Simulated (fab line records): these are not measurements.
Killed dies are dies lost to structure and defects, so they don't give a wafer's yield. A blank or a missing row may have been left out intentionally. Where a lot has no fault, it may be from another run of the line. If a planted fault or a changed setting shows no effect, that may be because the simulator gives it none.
Struck lot and sound lot, side by side -- flow n5 finfet -- 37 steps out of a route of 1938
Sound: the wafers L373.1, L373.2, L373.4. Struck: wafer L383.6 (left out: L383.1, L383.4 of the same lot, which were not struck); the cause appears at the end.
Per side, at each step with rows, come the tool, then ch with its chambers, and then its first start. Under that, the readings that differ: sound wafers -- struck wafers -- difference of the means -- sigmas: that difference in standard deviations of wafers without a fault.
alike: same words and numbers on both sides, and readings whose means sit less than 2 such deviations apart. not compared: any withheld reading, any reading some wafer has no value for, any bound like >300 that may hide the same value, and any number with overlapping values for which the record gives no deviation.
The two part at a step that has a row with sigmas, a row that says differs or no value, or rows on one side only. When numbers do not overlap yet have no deviation, they are printed without sigmas and do not part them. A reading missing from all wafers of one side parts the sides only when that side holds two or more wafers.

first, 8 steps without rows for these wafers: N5_MOL_CONTACT_COAG_PRECLEAN_138 (cleans in alkaline clean, time 60 s); N5_MOL_CONTACT_COAG_SRD_139 (time 30 s); N5_MOL_CONTACT_COAG_PRE_CLEAN_121; N5_MOL_CONTACT_COAG_CVD_140 (deposits W, target thk 66.5 nm, time 215 s); N5_MOL_CONTACT_COAG_PRECLEAN_127 (cleans in DIW, time 57.5 s); N5_MOL_CONTACT_COAG_SRD_128 (dry time 32 s); N5_MOL_CONTACT_COAG_CMP_52 (polishes, stops on SiO2, t overpolish 1.5 s, target thk 66.5 nm); N5_MOL_CONTACT_COAG_ANNEAL_112 (time 1800 s).
N5_BEOL_M0_SAQP_PECVD_00: deposits SiCN from 3MS/NH3, target thk 8 nm, time 14 s.
  sound on pecvd-02 ch 1,2, day 6 02:46; struck on pecvd-02 ch 2, day 8 06:51
reading,sound,struck,difference,sigmas
model.SiCN_of_BEOL_M0_SAQP_PECVD_00.thk nm (nm),8 7.8 8,9,+1,
  alike: showerhead plenum p Torr, throttle valve pct
then, 25 steps without rows for these wafers: N5_BEOL_M0_SAQP_ILD_DEP_01 (deposits SiOC from DEMS/O2, target thk 45.419 nm, time 8.7 s); N5_BEOL_M0_SAQP_HM_DEP_02 (deposits TiN, target thk 12 nm); N5_BEOL_M0_SAQP_PECVD_03 (deposits SiCN from 3MS/NH3, target thk 12 nm, time 21.1 s); N5_BEOL_M0_SAQP_PECVD_96 (deposits a-Si from SiH4/He, target thk 45 nm, time 45.2 s); N5_BEOL_M0_SAQP_PECVD_97 (deposits SiNx from SiH4/NH3/N2, target thk 23 nm, time 19.9 s); N5_BEOL_M0_SAQP_PECVD_04 (deposits a-Si from SiH4/He, target thk 60 nm, time 60.2 s); N5_BEOL_M0_SAQP_HM_DEP_111 (deposits SiO2 from SiH4/N2O, target thk 12 nm, time 7.2 s); N5_BEOL_M0_SAQP_COAT_81 (time 60 s, resist thk 100 nm); N5_BEOL_M0_SAQP_COAT_82 (time 60 s, resist thk 30 nm); N5_BEOL_M0_SAQP_COAT_08 (resist thk 90 nm); N5_BEOL_M0_SAQP_EBR_10; N5_BEOL_M0_SAQP_SOFTBAKE_09 (time 60 s); N5_BEOL_M0_SAQP_EXPOSE_11 (exposes mask M0 CORE, target cd 42 nm); N5_BEOL_M0_SAQP_PEB_12 (peb time 60 s); N5_BEOL_M0_SAQP_DEVELOP_13 (develop time 30 s); N5_BEOL_M0_SAQP_DESCUM_19 (chemistry O2, time 7.9 s); N5_BEOL_M0_SAQP_ETCH_83 (etches SiARC in CF4, target depth 39 nm, time 65 s); N5_BEOL_M0_SAQP_ETCH_84 (etches SOC in N2/H2, target depth 100 nm, overetch 20 nm, time 150 s); N5_BEOL_M0_SAQP_STRIP_80 (strips in N2/H2); N5_BEOL_M0_SAQP_HM_OPEN_112 (chemistry CHF3/O2, target SiO2, stops on a-Si, target depth 12 nm, time 13.5 s); N5_BEOL_M0_SAQP_STRIP_113 (strips in CHF3/O2); N5_BEOL_M0_SAQP_MANDREL_ETCH_20 (etches a-Si in HBr/Cl2, stops on SiNx, target depth 60 nm, bt time 10 s, time 30 s); N5_BEOL_M0_SAQP_STRIP_86 (strips in N2/H2); N5_BEOL_M0_SAQP_STRIP_115 (strips in post etch residue remover, time 60 s); N5_BEOL_M0_SAQP_SRD_93 (time 30 s).
N5_BEOL_M0_ETCH_109: etches SiCN in CH3F/O2, target depth 8 nm, overetch 2.4 nm, time 27.4 s.
  sound on rie diel-03 ch 0,1,3, day 6 15:22; struck on rie diel-06 ch 1, day 8 15:47
reading,sound,struck,difference,sigmas
oes product au (a.u.),0.60 0.62 0.73,0.84,+0.19,+2
throttle valve pct (%),16.73 16.37 16.12,15.78,-0.63,-2
model.etch.depth nm (nm),7.936 7.87 7.941,9.057,+1.141,
  alike: bias w, drypump motor current A, rf vpp V, showerhead plenum p Torr
  not compared: rf hours counter h
-- record jumps: 3 days separate the struck wafers' starts on either side; left off in module BEOL_M0, taken up again in module BEOL_M4, whose first shown step is the route's number 1111 --
N5_BEOL_M4_RC_MEAS_101:
  sound on prober-02 ch 0, day 8 20:29; struck on prober-02 ch 0, day 11 11:38
reading,sound,struck,difference,sigmas
SS_N (mV/dec),71.7 70.8 70.8,72.4,+1.3,+2
  alike: DIBL_N, DIBL_P, IOFF_N, IOFF_P, ION_N, ION_P, SS_P, VT_N, VT_P
next, for these wafers, 1 step has no rows: N5_PASSIVATION_PROBE_49.

WHERE THEY PART
Earliest at N5_BEOL_M0_ETCH_109; latest, in this record, at N5_BEOL_M4_RC_MEAS_101.

WHY: what the simulator had put in
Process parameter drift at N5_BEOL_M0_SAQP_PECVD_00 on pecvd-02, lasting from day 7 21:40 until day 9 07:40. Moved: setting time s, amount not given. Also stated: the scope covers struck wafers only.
